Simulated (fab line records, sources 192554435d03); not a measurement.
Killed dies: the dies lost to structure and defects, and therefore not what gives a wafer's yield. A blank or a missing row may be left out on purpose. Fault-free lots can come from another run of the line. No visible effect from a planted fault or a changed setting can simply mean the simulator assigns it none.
A lot that was struck, set against a sound lot | flow n5 finfet | 15 steps out of a route of 1938
Sound: these wafers, L892.1, L892.4, L892.6. Wafers struck: L902.1, L902.2, L902.6. The cause comes at the end.
Per side, at each step with rows, come the tool, then ch with its chambers, and then its first start. Under that, the readings that differ: sound wafers | struck wafers | difference of the means | sigmas: that difference in standard deviations of wafers without a fault.
alike: readings with means less than 2 such deviations apart, plus words and numbers identical on both sides. not compared: withheld readings, readings lacking a value on some wafer, bounds such as >300 that could conceal the same value, and numbers that have no deviation in the record and whose values overlap.
The two part at a step that has a row with sigmas, a row that says differs or no value, or rows on one side only. Numbers that don't overlap but have no deviation are shown without sigmas and don't part them. A reading missing from all wafers of one side parts the sides only when that side holds two or more wafers.

first, 6 steps without rows for these wafers: N5_BEOL_M2_COAT_22 (resist thk 30 nm); N5_BEOL_M2_EBR_24; N5_BEOL_M2_SOFTBAKE_23 (time 60 s); N5_BEOL_M2_EXPOSE_25 (exposes mask V1, defocus 5 nm); N5_BEOL_M2_PEB_26 (peb time 60 s); N5_BEOL_M2_DEVELOP_27 (develop time 30 s).
N5_BEOL_M2_CD_MEAS_28: target cd 26.2 nm, target cd y 24.1 nm.
  sound on cd sem-01 ch 0, day 7 04:14; struck on cd sem-01 ch 0, day 9 18:41
  alike: cd nm
N5_BEOL_M2_OVL_MEAS_29:
  sound on overlay-01 ch 0, day 7 04:16; struck on overlay-02 ch 0, day 9 18:43
  alike: V1_OVL
N5_BEOL_M2_INSPECT_30: inspects for defects (brightfield).
  sound on defect inspect-01, day 7 04:19; struck on defect inspect-02, day 9 18:46
  alike: raw defect count
N5_BEOL_M2_DESCUM_33: chemistry O2, time 7 s.
  sound on rie diel-03 ch 1,3, day 7 04:21; struck on rie diel-02 ch 0,2,3, day 9 18:49
  alike: drypump motor current A, oes product au, rf vpp V, showerhead plenum p Torr, temp c, throttle valve pct
  not compared: rf hours counter h
N5_BEOL_M2_ETCH_77: etches underlayer in N2/H2, target depth 6.5 nm, time 5.2 s.
  sound on rie diel-03 ch 1,3, day 7 04:23; struck on rie diel-02 ch 0,2,3, day 9 18:50
  alike: drypump motor current A, etch rf on time s, oes product au, rf vpp V, showerhead plenum p Torr, throttle valve pct
  not compared: rf hours counter h
N5_BEOL_M2_ETCH_69: etches SiARC in CF4, target depth 15.6 nm, time 26 s.
  sound on rie diel-03 ch 1,3, day 7 04:24; struck on rie diel-02 ch 0,2,3, day 9 18:52
  alike: drypump motor current A, etch rf on time s, oes product au, rf vpp V, showerhead plenum p Torr, throttle valve pct
  not compared: rf hours counter h
N5_BEOL_M2_ALD_98: deposits SiO2, target thk 2.5 nm, pulse time 1 s, co reactant pulse time 1 s.
  sound on ald sin-04 ch 1,2,3, day 7 04:29; struck on ald sin-02 ch 0,2,3, day 9 19:08
  reading                                  | sound       | struck   | difference | sigmas
  ald cycles                               | 17 17 17    | 20 20 20 | +3         |
  model.SiO2_of_BEOL_M2_ALD_98.thk nm (nm) | 2.4 2.6 2.6 | 3 3 3    | +0         |
  alike: heater power w, precursor pulse height rel
N5_BEOL_M2_ETCHBACK_99: etches SiO2 in CHF3, target depth 5 nm, time 10.4 s.
  sound on rie diel-06 ch 0,1, day 7 04:36; struck on rie diel-03 ch 0,2, day 9 20:32
  reading                         | sound             | struck            | difference | sigmas
  showerhead plenum p Torr (Torr) | 2.12 2.06 2.06    | 2.25 2.19 2.19    | +0.13      | +2
  throttle valve pct (%)          | 17.17 17.16 17.18 | 16.52 16.69 16.70 | -0.53      | -2
  alike: drypump motor current A, oes product au, rf vpp V
  not compared: rf hours counter h
N5_BEOL_M4_RC_MEAS_101:
  sound on prober-01 ch 0, day 8 19:04; struck on prober-01 ch 0, day 11 09:39
  reading       | sound       | struck      | difference | sigmas
  ION_P (uA/um) | 476 469 465 | 457 451 450 | -17        | -3
  alike: DIBL_N, DIBL_P, IOFF_N, IOFF_P, ION_N, SS_N, SS_P, VT_N, VT_P

== WHERE THEY PART ==
Earliest at N5_BEOL_M2_ETCHBACK_99; latest, in this record, at N5_BEOL_M4_RC_MEAS_101.

WHY: whatever the simulator had introduced
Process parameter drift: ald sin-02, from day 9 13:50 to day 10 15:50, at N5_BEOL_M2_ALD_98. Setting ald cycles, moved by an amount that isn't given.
